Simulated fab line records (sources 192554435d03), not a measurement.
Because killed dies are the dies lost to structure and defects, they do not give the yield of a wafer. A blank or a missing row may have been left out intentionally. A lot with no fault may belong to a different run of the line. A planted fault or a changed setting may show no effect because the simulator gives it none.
Split-lot study + flow n5_finfet + route with 1938 steps; 7 lots, 39 wafers read

## THE SPLIT ITSELF
At N5_BEOL_M11_DESCUM_16 (chemistry O2, time 7.9 s), the setting time_s was moved away from the recipe's 7.9 s on 15 of the 39 wafers read, by -29.4% to +39.5%. This setting was run at the recipe's value on the other wafers.

Between the split and the reading, the file records no step.

## THE READING
CAR-ArF_of_BEOL_M11_COAT_05.thk_nm (the simulator's own value, which no gauge read), in nm, at N5_BEOL_M11_ETCH_61 (etches SiARC in CF4, target depth 39 nm, time 65 s). The file gives no usual value for it. Here, 24 wafers ran the recipe; their average is 55.5 nm with a standard deviation of 0.18 nm.

| wafer  | tool, chamber at the split | time_s as run, s | against the recipe | CAR-ArF_of_BEOL_M11_COAT_05.thk_nm, nm | against lot-mates on the recipe |
|--------|----------------------------|------------------|--------------------|----------------------------------------|---------------------------------|
| L074.1 | rie_diel-03, 0             | 5.577            | -29.4%             | 57                                     | +1.2                            |
| L074.2 | rie_diel-03, 1             | 7.9              | recipe             | 55.8                                   | -                               |
| L074.3 | rie_diel-03, 3             | 7.9              | recipe             | 55.8                                   | -                               |
| L074.6 | rie_diel-03, 1             | 7.9              | recipe             | 55.8                                   | -                               |
| L074.4 | rie_diel-03, 0             | 5.577            | -29.4%             | 57.6                                   | +1.8                            |
| L074.5 | rie_diel-03, 3             | 5.577            | -29.4%             | 56.8                                   | +1.0                            |
| L077.1 | rie_diel-01, 0,1,3         | 10.65            | +34.8%             | 53.8                                   | -1.5                            |
| L077.5 | rie_diel-01, 0,1,3         | 10.65            | +34.8%             | 53.8                                   | -1.5                            |
| L077.2 | rie_diel-01, 3,2,0         | 7.9              | recipe             | 55.4                                   | -                               |
| L077.6 | rie_diel-01, 3,2,0         | 7.9              | recipe             | 55.4                                   | -                               |
| L077.3 | rie_diel-01, 0,1,3         | 10.65            | +34.8%             | 53.6                                   | -1.7                            |
| L077.4 | rie_diel-01, 3,2,0         | 7.9              | recipe             | 55.2                                   | -                               |
| L079.1 | rie_diel-01, 2,1,1         | 7.9              | recipe             | 55.4                                   | -                               |
| L079.3 | rie_diel-01, 2,1,1         | 7.9              | recipe             | 55.4                                   | -                               |
| L079.5 | rie_diel-01, 2,1,1         | 7.9              | recipe             | 55.4                                   | -                               |
| L079.2 | rie_diel-01, 0,3,0         | 10.34            | +30.9%             | 53.8                                   | -1.6                            |
| L079.4 | rie_diel-01, 0,3,0         | 10.34            | +30.9%             | 54                                     | -1.4                            |
| L079.6 | rie_diel-01, 0,3,0         | 10.34            | +30.9%             | 54                                     | -1.4                            |
| L081.1 | rie_diel-03, 2,0,0         | 7.9              | recipe             | 55.4                                   | -                               |
| L081.3 | rie_diel-03, 2,0,0         | 7.9              | recipe             | 55.4                                   | -                               |
| L081.4 | rie_diel-03, 3,1           | 7.9              | recipe             | 55.4                                   | -                               |
| L081.6 | rie_diel-03, 3,1           | 7.9              | recipe             | 55.4                                   | -                               |
| L081.2 | rie_diel-03, 1             | 7.9              | recipe             | 55.8                                   | -                               |
| L081.5 | rie_diel-03, 2,0,0         | 7.9              | recipe             | 55.6                                   | -                               |
| L083.2 | rie_diel-01, 0,0,1         | 7.9              | recipe             | 55.6                                   | -                               |
| L083.5 | rie_diel-01, 0,0,1         | 7.9              | recipe             | 55.8                                   | -                               |
| L083.6 | rie_diel-01, 0,0,1         | 7.9              | recipe             | 55.8                                   | -                               |
| L088.1 | rie_diel-01, 3             | 7.9              | recipe             | 55.4                                   | -                               |
| L088.2 | rie_diel-01, 1             | 7.9              | recipe             | 55.4                                   | -                               |
| L088.3 | rie_diel-01, 3             | 7.9              | recipe             | 55.6                                   | -                               |
| L088.4 | rie_diel-01, 1             | 10.49            | +32.8%             | 54                                     | -1.5                            |
| L088.5 | rie_diel-01, 1,3           | 10.49            | +32.8%             | 53.8                                   | -1.7                            |
| L088.6 | rie_diel-01, 1,3           | 10.49            | +32.8%             | 53.8                                   | -1.7                            |
| L090.1 | rie_diel-01, 1,3,0         | 11.02            | +39.5%             | 53.4                                   | -2.1                            |
| L090.4 | rie_diel-01, 1,3,0         | 11.02            | +39.5%             | 53.4                                   | -2.1                            |
| L090.6 | rie_diel-01, 1,3,0         | 11.02            | +39.5%             | 53.4                                   | -2.1                            |
| L090.2 | rie_diel-01, 2             | 7.9              | recipe             | 55.4                                   | -                               |
| L090.3 | rie_diel-01, 0             | 7.9              | recipe             | 55.6                                   | -                               |
| L090.5 | rie_diel-01, 1             | 7.9              | recipe             | 55.6                                   | -                               |
If several chambers appear in one row, that row covers several wafers at once and the file leaves open which wafer was in which chamber.

FIT RESULTS
A straight line over all 39 wafers: CAR-ArF_of_BEOL_M11_COAT_05.thk_nm changes by -0.0528 nm for each +1% of time_s; r = -0.98; the points scatter about the line by 0.18 nm.
The same after taking each lot's own level away (the mean of its wafers on the recipe; 39 wafers): -0.0486 nm for each +1%; r = -0.99; scatter 0.15 nm.
That fit puts the effect of the largest move of time_s on the reading at 1.9 nm.
The span of the lots' own levels, 55.33 to 55.80 nm, comes to 2.6 times the standard deviation stated above.
Hence the lot-to-lot level has little effect on the slope; both slopes agree.
Check: -1.91 nm against its lot-mates is what the line predicts for one of the wafers moved furthest among these (+39.5%) when that wafer is left out of the fit. Against them it came out at -2.13 nm.

## ADDITIONAL SPLITS CARRIED BY THESE WAFERS
These wafers also went through other splits before the reading. Each is held against what the fit with the lots' levels taken away leaves over:
| other split on the same wafers             | wafers away from the commonest value | r with CAR-ArF_of_BEOL_M11_COAT_05.thk_nm (lot level and that fit taken away) |
|--------------------------------------------|--------------------------------------|-------------------------------------------------------------------------------|
| N5_BEOL_M0_SAQP_CUT_ETCH_46 target_depth_a | 12                                   | -0.14                                                                         |
| N5_BEOL_M3_ILD_DEP_00 target_thk_a         | 15                                   | -0.24                                                                         |
| N5_BEOL_M6_ETCH_66 target_depth_a          | 18                                   | +0.19                                                                         |
| N5_BEOL_M8_DESCUM_16 time_s                | 18                                   | -0.02                                                                         |

## THE WHOLE CHAIN: every reading that the file lists as answering this split, in the file's order
| step                  | what it does                                       | reading                                                                             | change (the file's fit)                | r (the file's) |
|-----------------------|----------------------------------------------------|-------------------------------------------------------------------------------------|----------------------------------------|----------------|
| N5_BEOL_M11_DESCUM_16 | chemistry O2, time 7.9 s                           | CAR-ArF_of_BEOL_M11_COAT_05.thk_nm (the simulator's own value, which no gauge read) | -0.0458 nm for each +1% of the setting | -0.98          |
| N5_BEOL_M11_ETCH_61   | etches SiARC in CF4, target depth 39 nm, time 65 s | CAR-ArF_of_BEOL_M11_COAT_05.thk_nm (the simulator's own value, which no gauge read) | -0.0489 nm for each +1% of the setting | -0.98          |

## FILE'S OWN FIT
CAR-ArF_of_BEOL_M11_COAT_05.thk_nm changes by -0.0489 nm for each +1% of time_s, r = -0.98.
